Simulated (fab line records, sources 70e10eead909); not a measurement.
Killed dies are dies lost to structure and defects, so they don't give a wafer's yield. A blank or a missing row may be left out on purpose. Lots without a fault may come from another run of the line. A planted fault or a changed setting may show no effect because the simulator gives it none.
Which tool did it? | flow nand_harc | 12 lots, 36 wafers sampled, at 4 steps of a route of 1302

WHAT THE GAUGES READ, wafer by wafer
NHARC_A_SGD_CUT_CD_MEAS_09: target cd 100 nm.
lot  | measured     | on        | cd_nm (nm)
L381 | day 19 11:31 | cd_sem-01 | 100.2 99.7 99.9
L382 | day 19 23:57 | cd_sem-01 | 100.4 99.5 100.1
L383 | day 20 09:40 | cd_sem-01 | 100.0 99.8 100.0
L385 | day 20 18:23 | cd_sem-02 | 100.0 100.1 99.4
L387 | day 21 21:31 | cd_sem-03 | 99.8 100.0 100.4
L388 | day 22 12:17 | cd_sem-02 | 100.5 100.2 100.1
L391 | day 24 00:18 | cd_sem-02 | 113.2 113.2 113.5
L397 | day 25 21:31 | cd_sem-01 | 99.5 100.3 99.9
L398 | day 26 20:25 | cd_sem-03 | 110.7 110.7 110.0
L399 | day 27 12:38 | cd_sem-01 | 106.7 106.4 106.5
L402 | day 27 12:53 | cd_sem-03 | 100.6 100.2 100.3
L403 | day 29 00:55 | cd_sem-01 | 100.2 100.8 100.1

WHICH TOOL RAN EACH LOT (tool, then ch and the chambers of the sampled wafers, then the start)
lot  | NHARC_A_STAIRCASE_ETCH_444         | NHARC_A_STAIRCASE_CMP_450     | NHARC_A_SGD_CUT_EXPOSE_06
L381 | rie_diel-05 ch 1,2,3, day 19 03:35 | cmp-01 ch 1,2,3, day 19 08:49 | arfi_scanner-02 ch 0, day 19 11:22
L382 | rie_diel-05 ch 1,2,3, day 19 16:17 | cmp-04 ch 1,2,3, day 19 21:29 | arfi_scanner-02 ch 0, day 19 23:49
L383 | rie_diel-01 ch 2,3, day 20 01:56   | cmp-04 ch 0,1,3, day 20 06:41 | arfi_scanner-01 ch 0, day 20 09:31
L385 | rie_diel-10 ch 1,2,3, day 20 12:03 | cmp-02 ch 2,3, day 20 15:49   | arfi_scanner-02 ch 0, day 20 18:16
L387 | rie_diel-10 ch 0,1,2, day 21 13:26 | cmp-02 ch 1,2,3, day 21 18:56 | arfi_scanner-03 ch 0, day 21 21:23
L388 | rie_diel-01 ch 1,2,3, day 22 04:28 | cmp-04 ch 1,2,3, day 22 09:42 | arfi_scanner-01 ch 0, day 22 12:09
L391 | rie_diel-10 ch 1,2,3, day 23 17:24 | cmp-02 ch 1,2, day 23 21:42   | arfi_scanner-01 ch 0, day 24 00:10
L397 | rie_diel-01 ch 1,2,3, day 25 14:21 | cmp-02 ch 1,2,3, day 25 19:04 | arfi_scanner-03 ch 0, day 25 21:22
L398 | rie_diel-05 ch 0,1,3, day 26 12:33 | cmp-02 ch 0,2,3, day 26 17:47 | arfi_scanner-01 ch 0, day 26 20:17
L399 | rie_diel-01 ch 0,3, day 27 05:26   | cmp-02 ch 0,3, day 27 10:08   | arfi_scanner-01 ch 0, day 27 12:30
L402 | rie_diel-10 ch 1,2,3, day 27 05:55 | cmp-01 ch 1,2,3, day 27 10:11 | arfi_scanner-02 ch 0, day 27 12:44
L403 | rie_diel-05 ch 0,1,2, day 28 16:59 | cmp-02 ch 1,2,3, day 28 22:10 | arfi_scanner-02 ch 0, day 29 00:46
- NHARC_A_STAIRCASE_ETCH_444: etches the open film in C4F8/O2, target depth 20400 nm, time 6800 s.
- NHARC_A_STAIRCASE_CMP_450: polishes SiO2, target thk 200 nm.
- NHARC_A_SGD_CUT_EXPOSE_06: exposes mask SGD.

WHAT THE TOOLS THEMSELVES READ (means of the sampled wafers that have a number; where no wafer has one, the mark that the record gives instead)
NHARC_A_STAIRCASE_ETCH_444.
lot  | tool        | oes_product_au (a.u.) | rf_vpp_V (V)
L381 | rie_diel-05 | 0.968                 | 805
L382 | rie_diel-05 | 0.970                 | 806
L383 | rie_diel-01 | 0.931                 | 808
L385 | rie_diel-10 | 0.974                 | 808
L387 | rie_diel-10 | 0.930                 | 810
L388 | rie_diel-01 | 0.931                 | 809
L391 | rie_diel-10 | 0.924                 | 808
L397 | rie_diel-01 | 0.978                 | 809
L398 | rie_diel-05 | 0.984                 | 802
L399 | rie_diel-01 | 0.924                 | 807
L402 | rie_diel-10 | 0.957                 | 808
L403 | rie_diel-05 | 0.925                 | 806

NHARC_A_STAIRCASE_CMP_450.
lot  | tool   | motor_current_A (A)
L381 | cmp-01 | 12.4
L382 | cmp-04 | 13.1
L383 | cmp-04 | 12.4
L385 | cmp-02 | 12.6
L387 | cmp-02 | 12.0
L388 | cmp-04 | 12.9
L391 | cmp-02 | 12.4
L397 | cmp-02 | 12.6
L398 | cmp-02 | 12.3
L399 | cmp-02 | 12.0
L402 | cmp-01 | 12.6
L403 | cmp-02 | 11.9

NHARC_A_SGD_CUT_EXPOSE_06.
lot  | tool            | exposure_dose_mJ_cm2 | stage_vel_mm_s (mm/s)
L381 | arfi_scanner-02 | 85.57                | 500.05
L382 | arfi_scanner-02 | 85.56                | 499.87
L383 | arfi_scanner-01 | 85.49                | 499.98
L385 | arfi_scanner-02 | 85.64                | 499.89
L387 | arfi_scanner-03 | 85.56                | 499.92
L388 | arfi_scanner-01 | 85.65                | 500.10
L391 | arfi_scanner-01 | 102.53               | 499.88
L397 | arfi_scanner-03 | 85.70                | 500.14
L398 | arfi_scanner-01 | 99.02                | 499.75
L399 | arfi_scanner-01 | 94.05                | 500.09
L402 | arfi_scanner-02 | 85.47                | 499.68
L403 | arfi_scanner-02 | 85.71                | 499.90

THE ANSWER, worked out from the rows above alone
Rule: what is usual is taken from the lots themselves. Put in order of their means at a reading, lots are off if they are a third of the lots or fewer, leave a main group of 4 or more, and stand apart from it by a gap of 3 or more times the standard deviation of the main group's means; of several such gaps the widest counts. A main group whose means are all the same, to the digits that the tables above print for the reading, isn't used. A lot without any number at a reading at which 4 lots or more have one is off too. The other lots that the step has rows for count as sound. The gauges are gone through in route order, then the tools' own readings, and for those a lot's mean is taken as printed above. The first step at which some lot is off is used, and at that step the reading that is off furthest; a lot without a number counts as furthest.
Off: L391, L398, L399, at NHARC_A_SGD_CUT_CD_MEAS_09 (cd_nm). The main group: mean 100.1 nm, standard deviation 0.19.
A tool fits if, at a process step before that reading, it ran every lot that is off, and no sound lot after the first of them. The gauges at NHARC_A_SGD_CUT_CD_MEAS_09 aren't tried: what is off there is off at NHARC_A_SGD_CUT_EXPOSE_06 too, on other tools, and a gauge's error can't cause that. One fits: arfi_scanner-01 at NHARC_A_SGD_CUT_EXPOSE_06. Its last sound lot is L388 (day 22 12:09), its first lot that is off L391 (day 24 00:10): a fault that began between those two fits.
The tool's own readings at NHARC_A_SGD_CUT_EXPOSE_06 bear it out: on the lots that are off they differ by more than 5 times the standard deviation of the sound lots' means. exposure_dose_mJ_cm2 reads 98.53 there against 85.59 on the sound lots.

WHAT THE SIMULATOR HAD PUT IN
Process parameter drift: arfi_scanner-01, from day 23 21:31 on, at NHARC_A_SGD_CUT_EXPOSE_06. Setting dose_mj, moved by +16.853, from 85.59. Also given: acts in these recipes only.
Lots struck among those shown: L391, L398, L399. The rule above found the same.
